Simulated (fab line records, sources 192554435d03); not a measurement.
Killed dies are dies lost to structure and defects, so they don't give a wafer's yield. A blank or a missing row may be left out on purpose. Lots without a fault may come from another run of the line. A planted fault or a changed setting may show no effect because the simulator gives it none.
Chamber matching | flow n5_finfet | N5_FIN_SAQP_PECVD_06 on pecvd-03: 3 sister chambers
The step deposits a-Si from SiH4/He, target thk 60 nm, time 48.1 s. 3 wafers are shown with their chamber, then 7 later ones without.

WAFERS WITH THEIR CHAMBER
wafer  | chamber | throttle_valve_pct (%)
L086.3 | 1       | 17.9
L090.1 | 0       | 18.8
L090.4 | 2       | 16.7

WAFERS WITHOUT THEIR CHAMBER
wafer  | throttle_valve_pct (%)
L090.5 | 17.6
L094.2 | 19.0
L094.3 | 16.6
L094.4 | 16.9
L097.2 | 19.0
L097.4 | 16.7
L097.5 | 19.0

WHICH CHAMBER EACH WENT THROUGH
wafer  | from the rows above | in truth
L090.5 | 1                   | 1
L094.2 | 0                   | 0
L094.3 | 2                   | 2
L094.4 | 2                   | 2
L097.2 | 0                   | 0
L097.4 | 2                   | 2
L097.5 | 0                   | 0
Placed correctly: 7 of 7. Can't be placed from these rows: 0. Placed wrongly: 0.
How it was worked out, from the rows above alone: a wafer's distance from a chamber is the root of the sum, over the readings, of the square of ((its reading less the chamber's mean) divided by the reading's scatter). The wafer belongs to the nearest chamber; if the next one is less than 2 further off, it can't be placed. A chamber's mean is the mean of its shown wafers. The scatter: with one shown wafer a chamber, the root of the mean of the squares of how far each hidden wafer lies from its nearest shown one.
